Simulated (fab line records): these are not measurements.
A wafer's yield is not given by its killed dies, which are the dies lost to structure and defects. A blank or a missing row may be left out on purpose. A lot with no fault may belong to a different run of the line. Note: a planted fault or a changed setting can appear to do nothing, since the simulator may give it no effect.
fab line records	flow n5-finfet
record: lots: 11	wafers: 33	last-day: 18
route steps=1938 shown BEOL_M12@1653 BEOL_M13@1659 PASSIVATION@1936
lots with no fault: from the same line, run without faults
start-h: start of the lot's first displayed wafer, in hours after the record's first day	wait-h: how many hours have passed since the lot's step before this one	" identical to the entry in the row above	L1.1+2: several wafers, shown together as one row	- value missing, or start not given	* or withheld: withheld	< > ~ a bound
route shown NAME@n: NAME is a module with steps in the file, n the number in the route of the first one	usual: mean and standard deviation over wafers with no fault	same: alike in all rows	chamber/n: place in a boat	sites: readings site by site	_std_site: how widely they spread, as a standard deviation	_edge_site: inner sites' mean taken away from outer sites' mean	radius-mm: how far each site lies from the wafer's centre	mask NAME#n: copy n	behind: the most recent tool/chamber to have shaped the wafer	hold: the reason the lot was held/the length of the hold in hours/how it ended	device: names the non-switching transistor (n, p or np)	end of line: tests run on the same wafers once the route is complete	for a step that has no rows: nothing shown but its recipe	killed: the dies lost at the first sort to structure and to defects; this is not the yield of the wafer	map: shows each die of a wafer: x if killed, . if not, _ if none is there
set.NAME: the setting as run; set.NAME@STEP: as run at that earlier step	model.NAME: the simulator's own value behind a step, which no gauge read
the route's steps for a sample of lots (tables are steps, rows are wafers)
services: the hour from which a tool's chamber was out of use, counted from the record's first day as start-h (under 0 if before that day), plus the number of hours and why
== steps ==
step: N5_BEOL_M12_CMP_49
recipe: stop-on: SiOC	t-overpolish-s: 20.6	down-force-psi: 1	platen-rpm: 50	clearing-platen-down-force-psi: 1.5	clearing-platen-rpm: 50	post-cmp-clean: cu-alkaline	target-thk-nm: 320	clearing-platen-pad-velocity-m-s: 0.99484	pad-velocity-m-s: 0.99484
usual: barrier-field-endpoint-s: 30.3/0.76	motor-current-A: 6.5/0.8	overpolish-run-s: 20.599/0.0089	slurry-flow-ml-min: 150.0/0.49
same: t-overpolish-s: 20.6
lot.wafer	tool	chamber	start-h	wait-h	barrier-field-endpoint-s	motor-current-A	overpolish-run-s	slurry-flow-ml-min
L689.2	cmp-04	2	261.26	0.2	30.9	5.5	20.611	150.7
L689.5	"	2	"	"	30.1	5.6	20.594	150.4
L689.6	"	3	"	"	30.9	8.4	20.596	150.1
L696.2	cmp-04	3	286.00	0.3	30.3	8.3	20.600	150.1
L696.5	"	0	"	"	29.6	5.9	20.606	150.0
L696.6	"	1	"	"	30.8	6.2	20.600	150.3
L697.1	cmp-04	3	294.83	0.3	30.8	8.2	20.606	149.5
L697.6	"	2	"	"	31.3	5.7	20.596	150.2
L697.5	"	3	"	"	31.2	8.1	20.596	149.9
L695.4	cmp-02	0	304.80	0.2	31.7	6.3	20.599	150.2
L695.3	"	1	"	"	30.4	6.8	20.600	149.7
L695.1	"	2	"	"	29.6	6.7	20.564	148.9
L694.3	cmp-02	3	305.05	0.2	29.7	6.6	20.595	149.6
L694.2	"	0	"	"	31.2	6.3	20.601	150.7
L694.4	"	2	"	"	29.9	7.3	20.592	148.9
L699.1	cmp-04	1	305.95	0.3	31.3	6.1	20.592	149.4
L699.3	"	2	"	"	31.0	5.5	20.609	150.7
L699.6	"	1	"	"	31.5	6.0	20.605	149.7
L698.1	cmp-02	0	312.33	0.3	30.8	6.2	20.597	150.0
L698.4	"	2	"	"	29.8	7.3	20.616	150.2
L698.3	"	3	"	"	30.1	6.8	20.596	149.6
L705.4	cmp-02	0	333.15	0.2	30.2	6.0	20.616	150.5
L705.2	"	1	"	"	29.2	6.9	20.606	150.3
L705.6	"	0	"	"	30.4	6.1	20.598	149.5
L706.1	cmp-02	2	362.05	0.3	31.1	6.7	20.595	150.0
L706.5	"	2	"	"	30.7	7.2	20.597	149.9
L706.6	"	3	"	"	30.7	6.5	20.591	149.6
L709.4	cmp-04	3	372.52	0.1	28.8	7.7	20.607	150.5
L709.2	"	2	"	"	29.2	5.4	20.603	150.1
L709.6	"	0	"	"	28.3	6.2	20.586	149.9
L712.4	cmp-04	0	395.09	0.2	28.4	5.6	20.583	149.6
L712.6	"	3	"	"	30.0	8.3	20.593	150.9
L712.5	"	0	"	"	30.4	5.8	20.605	149.8
step: N5_BEOL_M12_THK_MEAS_50
recipe: thk-meas-gauge: xrf	reads: Cu_of_BEOL_M12_ECD_47
usual: M12_THK: 324/5.9
lot.wafer	tool	chamber	start-h	wait-h	M12_THK[nm]
L689.2	film-metro-01	-	261.56	-	335
L689.5	"	-	"	"	335
L689.6	"	-	"	"	322
L696.2	film-metro-02	-	286.18	-	325
L696.5	"	-	"	"	322
L696.6	"	-	"	"	337
L697.1	film-metro-01	-	295.09	-	318
L697.5	"	-	"	"	329
L697.6	"	-	"	"	316
L695.1	film-metro-02	-	305.06	-	320
L695.3	"	-	"	"	316
L695.4	"	-	"	"	334
L694.2	film-metro-01	-	305.35	-	331
L694.3	"	-	"	"	333
L694.4	"	-	"	"	312
L699.1	film-metro-02	-	306.21	-	335
L699.3	"	-	"	"	334
L699.6	"	-	"	"	320
L698.1	film-metro-02	-	312.62	-	313
L698.3	"	-	"	"	316
L698.4	"	-	"	"	310
L705.2	film-metro-02	-	333.40	-	321
L705.4	"	-	"	"	323
L705.6	"	-	"	"	331
L706.1	film-metro-01	-	362.35	-	322
L706.5	"	-	"	"	331
L706.6	"	-	"	"	335
L709.2	film-metro-02	-	372.81	-	320
L709.4	"	-	"	"	327
L709.6	"	-	"	"	323
L712.4	film-metro-01	-	395.34	-	320
L712.5	"	-	"	"	324
L712.6	"	-	"	"	317
step: N5_BEOL_M13_ILD_DEP_00
recipe: material: SiOC	target-thk-a: 8379.2	temp-c: 350	precursor: DEMS/O2	pressure-torr: 5	rf-w: 500	time-s: 166.4
usual: chamber-pressure-Torr: 4.999/0.011	heater-power-w: 490/61	showerhead-plenum-p-Torr: 5.698/0.016	throttle-valve-pct: 12.1/0.77
lot.wafer	tool	chamber	start-h	wait-h	chamber-pressure-Torr	heater-power-w	showerhead-plenum-p-Torr	throttle-valve-pct
L689.2	pecvd-01	0	261.75	0.0	5.013	492	5.699	13.3
L689.5	"	1	"	"	4.990	388	5.704	13.1
L689.6	"	0	"	"	5.004	511	5.722	13.1
L696.2	pecvd-01	2	286.37	0.0	5.012	553	5.717	11.0
L696.5	"	1	"	"	5.006	387	5.726	13.0
L696.6	"	2	"	"	4.998	492	5.698	10.9
L697.1	pecvd-04	1	295.30	0.0	4.988	413	5.674	12.2
L697.5	"	2	"	"	5.001	452	5.704	12.1
L697.6	"	0	"	"	4.993	455	5.700	12.2
L695.1	pecvd-01	2	305.28	0.0	5.012	513	5.700	11.0
L695.3	"	1	"	"	4.999	432	5.712	13.1
L695.4	"	2	"	"	4.999	536	5.702	11.1
L694.2	pecvd-02	1	305.53	0.0	5.013	567	5.669	11.6
L694.3	"	2	"	"	5.003	464	5.685	11.8
L694.4	"	1	"	"	5.009	468	5.690	11.4
L699.1	pecvd-04	1	306.40	0.0	5.001	476	5.673	12.5
L699.3	"	2	"	"	5.003	527	5.703	12.4
L699.6	"	1	"	"	4.996	510	5.691	12.5
L698.1	pecvd-04	2	312.81	0.0	5.005	564	5.695	12.5
L698.3	"	1	"	"	4.994	425	5.682	12.3
L698.4	"	0	"	"	5.010	476	5.700	12.1
L705.2	pecvd-02	1	333.59	0.0	5.012	592	5.660	11.4
L705.4	"	1	"	"	4.974	470	5.681	11.3
L705.6	"	0	"	"	4.991	490	5.688	11.4
L706.1	pecvd-04	1	362.53	0.0	5.016	426	5.683	12.2
L706.5	"	0	"	"	5.006	504	5.709	12.0
L706.6	"	1	"	"	5.013	469	5.686	12.3
L709.2	pecvd-01	1	373.00	0.0	5.003	431	5.709	13.0
L709.4	"	2	"	"	5.001	525	5.706	10.8
L709.6	"	0	"	"	4.985	518	5.703	13.3
L712.4	pecvd-01	1	395.59	0.1	5.000	436	5.699	12.9
L712.5	"	2	"	"	4.990	527	5.721	10.9
L712.6	"	0	"	"	4.994	417	5.715	13.7
step: N5_BEOL_M13_COAT_65
recipe: resist: SOC	temp-c: 250	time-s: 60	spin-rpm: 1500	resist-thk-nm: 350
usual: heater-power-total-W: 500.3/1.8	plate-temp-C: 249.98/0.17
lot.wafer	tool	chamber	start-h	wait-h	heater-power-total-W	plate-temp-C
L689.2	litho-track-01	0	263.24	0.0	499.6	250.26
L689.5	"	0	"	"	500.1	249.67
L689.6	"	0	"	"	502.4	249.83
L696.2	litho-track-01	0	287.84	0.0	502.7	250.02
L696.5	"	0	"	"	503.2	249.89
L696.6	"	0	"	"	498.1	249.78
L697.1	litho-track-03	0	296.45	0.0	501.3	250.25
L697.5	"	0	"	"	502.3	250.24
L697.6	"	0	"	"	499.6	250.21
L695.1	litho-track-02	0	306.45	0.0	498.5	249.99
L695.3	"	0	"	"	502.8	250.18
L695.4	"	0	"	"	502.3	250.09
L694.2	litho-track-01	0	306.90	0.0	498.9	249.92
L694.3	"	0	"	"	497.4	250.12
L694.4	"	0	"	"	500.6	250.08
L699.1	litho-track-01	0	307.69	0.0	477.3	241.09
L699.3	"	0	"	"	481.0	241.18
L699.6	"	0	"	"	479.2	241.19
L698.1	litho-track-01	0	314.05	0.0	481.2	241.26
L698.3	"	0	"	"	480.2	241.22
L698.4	"	0	"	"	477.6	241.24
L705.2	litho-track-02	0	334.86	0.0	500.4	250.34
L705.4	"	0	"	"	501.2	250.30
L705.6	"	0	"	"	501.3	250.20
L706.1	litho-track-03	0	363.77	0.0	502.5	249.73
L706.5	"	0	"	"	502.0	249.96
L706.6	"	0	"	"	498.9	250.19
L709.2	litho-track-03	0	374.11	0.0	502.7	249.95
L709.4	"	0	"	"	498.6	250.04
L709.6	"	0	"	"	498.1	249.84
L712.4	litho-track-03	0	396.78	0.0	500.4	250.28
L712.5	"	0	"	"	501.7	250.08
L712.6	"	0	"	"	499.1	250.27
step: N5_PASSIVATION_PROBE_49
usual: defect-limited-yield: 91.2/1.5	killed_at_M0_to_M3: 33/9.6	killed_at_M4_up: 14/5.6	killed-at-contacts: 14/5.5	killed-at-front-end: 40/13	killed-at-other: 4/3	killed-dies: 104/17	killed-on-rim: 14/4.3	killed-open: 68/13	killed-short: 33/7.2	sort_bin_4_leakage: 0.00/0.014	sort_bin_5_function: 5.2/0.95	sort_bin_6_memory: 3.3/0.62	sort-n-pass: 1076/17	sort-yield-pct: 91.2/1.5
same: gross-dies: 1180	killed-at-back-side: 0	sort_bin_8_speed[%]: 0
lot.wafer	tool	chamber	start-h	wait-h	defect-limited-yield[%]	killed_at_M0_to_M3	killed_at_M4_up	killed-at-contacts	killed-at-front-end	killed-at-other	killed-dies	killed-on-rim	killed-open	killed-short	sort_bin_4_leakage[%]	sort_bin_5_function[%]	sort_bin_6_memory[%]	sort-n-pass	sort-yield-pct[%]
L689.2	prober-02	-	293.71	0.1	92.9	32	17	15	19	1	84	8	54	26	0	4.6	2.5	1096	92.9
L689.5	prober-02	-	293.86	0.2	93.8	21	16	13	20	3	73	13	44	25	0	3.9	1.8	1107	93.8
L689.6	prober-02	-	293.91	0.3	91.3	38	20	14	22	9	103	12	73	27	0	5.5	3.0	1077	91.3
L696.2	prober-01	-	322.54	0.1	89.7	47	15	19	39	1	121	16	83	38	0	6.8	2.9	1059	89.7
L696.5	prober-01	-	322.69	0.2	92.5	46	9	8	25	0	88	9	56	32	0	4.3	2.9	1092	92.5
L696.6	prober-01	-	322.74	0.3	91.7	32	19	9	32	6	98	8	70	27	0.17	5.2	2.9	1080	91.5
L697.1	prober-02	-	331.90	0.0	91.5	41	18	7	34	0	100	11	68	30	0	5.2	3.1	1080	91.5
L697.5	prober-02	-	332.10	0.2	92.8	23	10	13	37	2	85	13	48	33	0	4.2	2.8	1095	92.8
L697.6	prober-02	-	332.15	0.3	89.8	54	21	8	35	2	120	10	73	44	0	5.9	3.6	1060	89.8
L695.1	prober-02	-	337.04	0.0	92.2	37	9	10	31	5	92	10	55	36	0	4.2	3.3	1088	92.2
L695.3	prober-02	-	337.14	0.1	90.8	25	14	23	40	7	109	13	66	36	0	5.3	3.2	1071	90.8
L695.4	prober-02	-	337.19	0.2	91.4	37	15	10	32	8	102	18	58	43	0	4.6	3.5	1078	91.4
L694.2	prober-01	-	337.64	0.1	92.2	18	16	24	32	2	92	14	66	25	0	4.9	2.7	1088	92.2
L694.3	prober-01	-	337.69	0.1	90.4	29	17	24	36	7	113	12	72	38	0	5.3	3.6	1067	90.4
L694.4	prober-01	-	337.74	0.2	89.3	33	11	25	44	13	126	16	82	42	0	6.2	4.1	1054	89.3
L699.1	prober-02	-	341.92	0.0	91.4	20	5	20	54	2	101	17	69	29	0	4.4	3.6	1079	91.4
L699.3	prober-02	-	342.02	0.1	89.7	29	12	17	58	5	121	17	81	32	0	5.9	3.8	1059	89.7
L699.6	prober-02	-	342.17	0.3	90.8	35	13	15	45	1	109	17	71	29	0	5.9	2.8	1071	90.8
L698.1	prober-02	-	347.15	0.2	90.6	28	21	16	41	5	111	16	77	31	0	5.8	3.2	1069	90.6
L698.3	prober-02	-	347.25	0.3	89.3	40	20	12	48	6	126	18	86	39	0	6.7	3.8	1054	89.3
L698.4	prober-02	-	347.30	0.4	92.6	28	14	14	30	1	87	7	56	28	0	4.4	2.7	1093	92.6
L705.2	prober-02	-	366.86	0.1	92.9	25	11	16	29	3	84	11	65	17	0	3.6	3.3	1096	92.9
L705.4	prober-02	-	366.96	0.2	91.1	36	11	10	42	6	105	14	60	43	0	5.0	3.7	1075	91.1
L705.6	prober-02	-	367.06	0.3	93.9	14	13	16	27	2	72	10	40	30	0	3.3	2.5	1108	93.9
L706.1	prober-02	-	397.74	0.0	87.9	34	25	9	68	7	143	14	99	42	0	7.6	4.1	1037	87.9
L706.5	prober-02	-	397.94	0.2	88.7	34	25	7	61	6	133	20	80	49	0	6.4	3.8	1047	88.7
L706.6	prober-02	-	397.99	0.3	90.8	43	13	7	45	1	109	13	74	32	0	5.3	3.3	1071	90.8
L709.2	prober-02	-	409.54	0.1	90.8	43	3	15	46	2	109	11	75	29	0	4.5	4.0	1071	90.8
L709.4	prober-02	-	409.64	0.2	87.6	53	16	15	62	0	146	20	103	41	0	7.1	4.8	1034	87.6
L709.6	prober-02	-	409.74	0.3	91.6	30	12	14	41	2	99	9	63	33	0	4.6	3.7	1081	91.6
L712.4	prober-01	-	429.20	0.2	93.9	29	10	11	17	5	72	7	41	31	0	3.5	2.5	1108	93.9
L712.5	prober-01	-	429.25	0.2	91.9	40	12	11	23	9	95	11	53	40	0	5.3	2.3	1085	91.9
L712.6	prober-01	-	429.30	0.3	93.0	37	6	7	31	2	83	14	57	24	0	4.1	2.5	1097	93.0
killed by level:class
L689.2 MOL_CONTACT_COAG:geometric-particle:open=12 BEOL_M1:geometric-particle:open=8 BEOL_M0_SAQP:geometric-particle:short=7 BEOL_M3:geometric-particle:open=7 BEOL_M4:geometric-particle:open=7 FIN_SAQP:geometric-particle:short=4 STI_FIN_REVEAL:geometric-particle:open=3 MOL_CONTACT_COAG:geometric-particle:short=3
L689.5 MOL_CONTACT_COAG:geometric-particle:open=11 BEOL_M0_SAQP:geometric-particle:open=5 BEOL_M2:geometric-particle:open=5 FIN_SAQP:geometric-particle:open=4 GATE_CUT:geometric-particle:short=4 BEOL_M5:geometric-particle:open=4 BEOL_M3:geometric-particle:open=3 BEOL_M5:geometric-particle:short=3
L689.6 MOL_CONTACT_COAG:geometric-particle:open=14 BEOL_M0_SAQP:geometric-particle:open=12 GATE_CUT:geometric-particle:open=10 BEOL_M5:geometric-particle:open=8 GATE_CUT:geometric-particle:short=5 BEOL_M2:geometric-particle:open=5 BEOL_M4:geometric-particle:open=4 BEOL_M0_SAQP:geometric-particle:short=4
L696.2 STI_FIN_REVEAL:geometric-particle:open=13 BEOL_M0_SAQP:geometric-particle:short=12 BEOL_M0_SAQP:geometric-particle:open=11 MOL_CONTACT_COAG:geometric-particle:open=10 BEOL_M2:geometric-particle:open=10 MOL_CONTACT_COAG:geometric-particle:short=9 BEOL_M3:geometric-particle:open=9 FIN_SAQP:geometric-particle:open=6
L696.5 BEOL_M0_SAQP:geometric-particle:short=13 BEOL_M2:geometric-particle:open=10 BEOL_M0_SAQP:geometric-particle:open=9 STI_FIN_REVEAL:geometric-particle:open=6 MOL_CONTACT_COAG:geometric-particle:open=6 BEOL_M3:geometric-particle:open=5 STARTING-WAFER:geometric-particle:open=5 BEOL_M3:geometric-particle:short=4
L696.6 STI_FIN_REVEAL:geometric-particle:open=13 BEOL_M3:geometric-particle:open=10 MOL_CONTACT_COAG:geometric-particle:open=7 BEOL_M4:geometric-particle:open=7 STARTING-WAFER:geometric-particle:open=6 FIN_SAQP:geometric-particle:short=4 BEOL_M0_SAQP:geometric-particle:short=4 BEOL_M0_SAQP:geometric-particle:open=4
L697.1 BEOL_M2:geometric-particle:open=12 STI_FIN_REVEAL:geometric-particle:open=9 BEOL_M4:geometric-particle:open=8 FIN_SAQP:geometric-particle:short=7 BEOL_M1:geometric-particle:open=7 MOL_CONTACT_COAG:geometric-particle:open=6 BEOL_M0_SAQP:geometric-particle:short=6 ILD0:geometric-particle:short=5
L697.5 FIN_SAQP:geometric-particle:short=13 MOL_CONTACT_COAG:geometric-particle:open=12 BEOL_M0:geometric-particle:open=5 FIN_SAQP:geometric-particle:open=4 BEOL_M2:geometric-particle:short=4 STI_FIN_REVEAL:geometric-particle:open=4 ILD0:geometric-particle:short=4 BEOL_M0_SAQP:geometric-particle:short=4
L697.6 BEOL_M2:geometric-particle:open=14 BEOL_M0_SAQP:geometric-particle:short=13 BEOL_M0_SAQP:geometric-particle:open=10 FIN_SAQP:geometric-particle:short=9 BEOL_M3:geometric-particle:open=7 BEOL_M4:geometric-particle:open=7 BEOL_M2:geometric-particle:short=6 ILD0:geometric-particle:short=5
L695.1 BEOL_M0_SAQP:geometric-particle:open=11 BEOL_M1:geometric-particle:open=8 BEOL_M2:geometric-particle:open=7 STARTING-WAFER:geometric-particle:short=7 FIN_SAQP:geometric-particle:short=6 MOL_CONTACT_COAG:geometric-particle:open=6 FIN_SAQP:geometric-particle:open=5 BEOL_M0_SAQP:geometric-particle:short=5
L695.3 MOL_CONTACT_COAG:geometric-particle:open=18 STI_FIN_REVEAL:geometric-particle:open=11 GATE_CUT:geometric-particle:short=9 BEOL_M4:geometric-particle:open=8 BEOL_M1:geometric-particle:open=7 BEOL_M0_SAQP:geometric-particle:short=5 BEOL_M2:geometric-particle:open=5 FIN_SAQP:geometric-particle:short=4
L695.4 BEOL_M2:geometric-particle:open=8 MOL_CONTACT_COAG:geometric-particle:open=8 BEOL_M4:geometric-particle:open=7 FIN_SAQP:geometric-particle:open=6 FIN_SAQP:geometric-particle:short=6 BEOL_M0_SAQP:geometric-particle:open=6 BEOL_M0_SAQP:geometric-particle:short=6 BEOL_M3:geometric-particle:short=6
L694.2 MOL_CONTACT_COAG:geometric-particle:open=19 STI_FIN_REVEAL:geometric-particle:open=13 FIN_SAQP:geometric-particle:open=7 BEOL_M4:geometric-particle:open=7 MOL_CONTACT_COAG:geometric-particle:short=5 BEOL_M5:geometric-particle:open=5 GATE_CUT:geometric-particle:short=3 BEOL_M0_SAQP:geometric-particle:short=3
L694.3 MOL_CONTACT_COAG:geometric-particle:open=19 FIN_SAQP:geometric-particle:open=9 FIN_SAQP:geometric-particle:short=7 BEOL_M0_SAQP:geometric-particle:short=6 BEOL_M3:geometric-particle:open=6 DUMMY_GATE:geometric-particle:open=5 MOL_CONTACT_COAG:geometric-particle:short=5 BEOL_M0_SAQP:geometric-particle:open=5
L694.4 MOL_CONTACT_COAG:geometric-particle:open=20 STI_FIN_REVEAL:geometric-particle:open=16 BEOL_M0_SAQP:geometric-particle:open=10 FIN_SAQP:geometric-particle:open=5 FIN_SAQP:geometric-particle:short=5 MOL_CONTACT_COAG:geometric-particle:short=5 BEOL_M1:geometric-particle:short=5 BEOL_M3:geometric-particle:open=5
L699.1 MOL_CONTACT_COAG:geometric-particle:open=17 STI_FIN_REVEAL:geometric-particle:open=14 FIN_SAQP:geometric-particle:short=7 FIN_SAQP:geometric-particle:open=6 DUMMY_GATE:geometric-particle:open=6 GATE_CUT:geometric-particle:short=6 BEOL_M1:geometric-particle:open=6 BEOL_M0_SAQP:geometric-particle:open=5
L699.3 FIN_SAQP:geometric-particle:open=17 MOL_CONTACT_COAG:geometric-particle:open=13 BEOL_M1:geometric-particle:open=11 DUMMY_GATE:geometric-particle:open=8 STI_FIN_REVEAL:geometric-particle:open=6 DUMMY_GATE:geometric-particle:short=5 BEOL_M0_SAQP:geometric-particle:short=5 MOL_CONTACT_COAG:geometric-particle:short=4
L699.6 FIN_SAQP:geometric-particle:open=14 BEOL_M0_SAQP:geometric-particle:open=13 MOL_CONTACT_COAG:geometric-particle:open=11 BEOL_M1:geometric-particle:open=8 BEOL_M0_SAQP:geometric-particle:short=6 STARTING-WAFER:geometric-particle:open=5 FIN_SAQP:geometric-particle:short=4 BEOL_M1:geometric-particle:short=4
L698.1 MOL_CONTACT_COAG:geometric-particle:open=13 STI_FIN_REVEAL:geometric-particle:open=11 FIN_SAQP:geometric-particle:open=8 BEOL_M4:geometric-particle:open=8 BEOL_M0_SAQP:geometric-particle:open=7 BEOL_M3:geometric-particle:open=6 FIN_SAQP:geometric-particle:short=5 GATE_CUT:geometric-particle:short=5
L698.3 BEOL_M3:geometric-particle:open=15 STI_FIN_REVEAL:geometric-particle:open=13 MOL_CONTACT_COAG:geometric-particle:open=10 FIN_SAQP:geometric-particle:open=9 FIN_SAQP:geometric-particle:short=6 BEOL_M0_SAQP:geometric-particle:open=6 BEOL_M2:geometric-particle:open=6 BEOL_M4:geometric-particle:open=6
L698.4 MOL_CONTACT_COAG:geometric-particle:open=10 FIN_SAQP:geometric-particle:open=9 FIN_SAQP:geometric-particle:short=8 BEOL_M3:geometric-particle:open=8 BEOL_M0_SAQP:geometric-particle:short=8 STI_FIN_REVEAL:geometric-particle:open=4 MOL_CONTACT_COAG:geometric-particle:short=4 BEOL_M0_SAQP:geometric-particle:open=4
L705.2 MOL_CONTACT_COAG:geometric-particle:open=16 STI_FIN_REVEAL:geometric-particle:open=9 BEOL_M0_SAQP:geometric-particle:open=6 BEOL_M3:geometric-particle:open=6 BEOL_M0_SAQP:geometric-particle:short=5 BEOL_M2:geometric-particle:open=4 FIN_SAQP:geometric-particle:open=3 DUMMY_GATE:geometric-particle:open=3
L705.4 BEOL_M0_SAQP:geometric-particle:short=15 BEOL_M0_SAQP:geometric-particle:open=9 FIN_SAQP:geometric-particle:open=7 BEOL_M3:geometric-particle:open=7 GATE_CUT:geometric-particle:open=6 BEOL_M4:geometric-particle:open=6 MOL_CONTACT_COAG:geometric-particle:open=6 FIN_SAQP:geometric-particle:short=5
L705.6 MOL_CONTACT_COAG:geometric-particle:open=12 GATE_CUT:geometric-particle:short=5 DUMMY_GATE:geometric-particle:open=4 MOL_CONTACT_COAG:geometric-particle:short=4 BEOL_M10:geometric-particle:open=4 FIN_SAQP:geometric-particle:short=3 GATE_CUT:geometric-particle:open=3 BEOL_M4:geometric-particle:open=3
L706.1 STI_FIN_REVEAL:geometric-particle:open=18 FIN_SAQP:geometric-particle:open=15 BEOL_M4:geometric-particle:open=12 BEOL_M2:geometric-particle:open=11 FIN_SAQP:geometric-particle:short=8 DUMMY_GATE:geometric-particle:open=8 BEOL_M0_SAQP:geometric-particle:open=8 GATE_CUT:geometric-particle:open=7
L706.5 FIN_SAQP:geometric-particle:open=24 FIN_SAQP:geometric-particle:short=16 BEOL_M4:geometric-particle:open=12 BEOL_M0_SAQP:geometric-particle:short=8 BEOL_M1:geometric-particle:open=6 BEOL_M2:geometric-particle:open=6 BEOL_M4:geometric-particle:short=5 BEOL_M0_SAQP:geometric-particle:open=5
L706.6 FIN_SAQP:geometric-particle:open=13 BEOL_M0_SAQP:geometric-particle:short=12 BEOL_M4:geometric-particle:open=10 BEOL_M0_SAQP:geometric-particle:open=9 STI_FIN_REVEAL:geometric-particle:open=7 BEOL_M2:geometric-particle:open=7 MOL_CONTACT_COAG:geometric-particle:open=6 FIN_SAQP:geometric-particle:short=5
L709.2 STI_FIN_REVEAL:geometric-particle:open=19 MOL_CONTACT_COAG:geometric-particle:open=14 BEOL_M3:geometric-particle:open=9 BEOL_M0_SAQP:geometric-particle:open=8 BEOL_M2:geometric-particle:open=6 BEOL_M0_SAQP:geometric-particle:short=6 FIN_SAQP:geometric-particle:open=5 BEOL_M3:geometric-particle:short=5
L709.4 STI_FIN_REVEAL:geometric-particle:open=34 MOL_CONTACT_COAG:geometric-particle:open=13 BEOL_M2:geometric-particle:open=12 BEOL_M3:geometric-particle:open=11 BEOL_M0_SAQP:geometric-particle:short=10 FIN_SAQP:geometric-particle:open=8 BEOL_M0_SAQP:geometric-particle:open=8 STI_FIN_REVEAL:geometric-particle:short=7
L709.6 MOL_CONTACT_COAG:geometric-particle:open=11 STI_FIN_REVEAL:geometric-particle:open=9 BEOL_M3:geometric-particle:open=8 FIN_SAQP:geometric-particle:open=7 STI_FIN_REVEAL:geometric-particle:short=6 BEOL_M2:geometric-particle:open=6 BEOL_M4:geometric-particle:open=6 FIN_SAQP:geometric-particle:short=5
L712.4 BEOL_M0_SAQP:geometric-particle:open=8 BEOL_M0_SAQP:geometric-particle:short=6 MOL_CONTACT_COAG:geometric-particle:open=6 MOL_CONTACT_COAG:geometric-particle:short=5 BEOL_M2:geometric-particle:open=5 GATE_CUT:geometric-particle:short=3 BEOL_M0:geometric-particle:open=3 BEOL_M1:geometric-particle:open=3
L712.5 BEOL_M0_SAQP:geometric-particle:short=18 MOL_CONTACT_COAG:geometric-particle:open=7 BEOL_M2:geometric-particle:open=7 DUMMY_GATE:geometric-particle:open=5 BEOL_M0_SAQP:geometric-particle:open=5 BEOL_M4:geometric-particle:open=5 MIM_TOP_ETCH:geometric-particle:short=4 FIN_SAQP:geometric-particle:short=3
L712.6 FIN_SAQP:geometric-particle:open=11 BEOL_M0_SAQP:geometric-particle:open=9 BEOL_M1:geometric-particle:open=8 FIN_SAQP:geometric-particle:short=7 BEOL_M2:geometric-particle:open=7 MOL_CONTACT_COAG:geometric-particle:open=6 BEOL_M0_SAQP:geometric-particle:short=5 BEOL_M3:geometric-particle:open=4
== services ==
tool	chamber	start-h	hours	kind
cmp-02	-	237.66	1.6	repair
pecvd-01	-	243.92	14.6	pm
cmp-02	-	260.11	0.7	repair
cmp-02	-	266.84	2.7	repair
pecvd-04	-	272.95	0.7	repair
cmp-02	-	277.51	4.0	pm
cmp-02	-	281.51	-	consumable-replace:conditioner
cmp-02	-	281.51	-	consumable-replace:pad
pecvd-01	1	289.14	3.5	repair
pecvd-01	-	310.82	0.3	repair
pecvd-04	2	320.66	16.5	scheduled-down
cmp-04	-	331.13	5.2	repair
pecvd-04	0	331.85	8.1	repair
cmp-02	-	340.24	3.8	repair
pecvd-04	-	348.15	0.5	repair
cmp-04	-	349.07	4.2	repair
pecvd-02	2	365.17	18.7	repair
cmp-02	-	369.76	4.4	repair
litho-track-03	-	375.41	-	consumable-replace:filter
cmp-04	-	376.36	4.0	pm
pecvd-04	1	383.62	-	clean
pecvd-04	1	383.62	-	consumable-replace:showerhead
pecvd-01	-	394.72	0.5	repair
pecvd-01	0	396.63	2.0	repair
== key ==
first-sign: step: N5_BEOL_M13_COAT_65	reading: plate-temp-C	direction: down	sigmas: 53	usual: *	struck: *
effect: step: N5_BEOL_M13_COAT_65	reading: heater-power-total-W	direction: down	sigmas: 12	usual: *	struck: *
met-at N5_BEOL_M13_COAT_65
struck-lots L698,L699
not-acting-at N5_BEOL_M12_CMP_49,N5_BEOL_M12_THK_MEAS_50,N5_BEOL_M13_ILD_DEP_00
onset-between 306.90 307.69
fault: kind: process-parameter-drift	tool: litho-track-01	chamber: -	onset-h: 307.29	steps: N5_BEOL_M13_COAT_65	channel: temp-c	offset: *	shape: step	end-h: 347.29	acts-in: *	stated: *
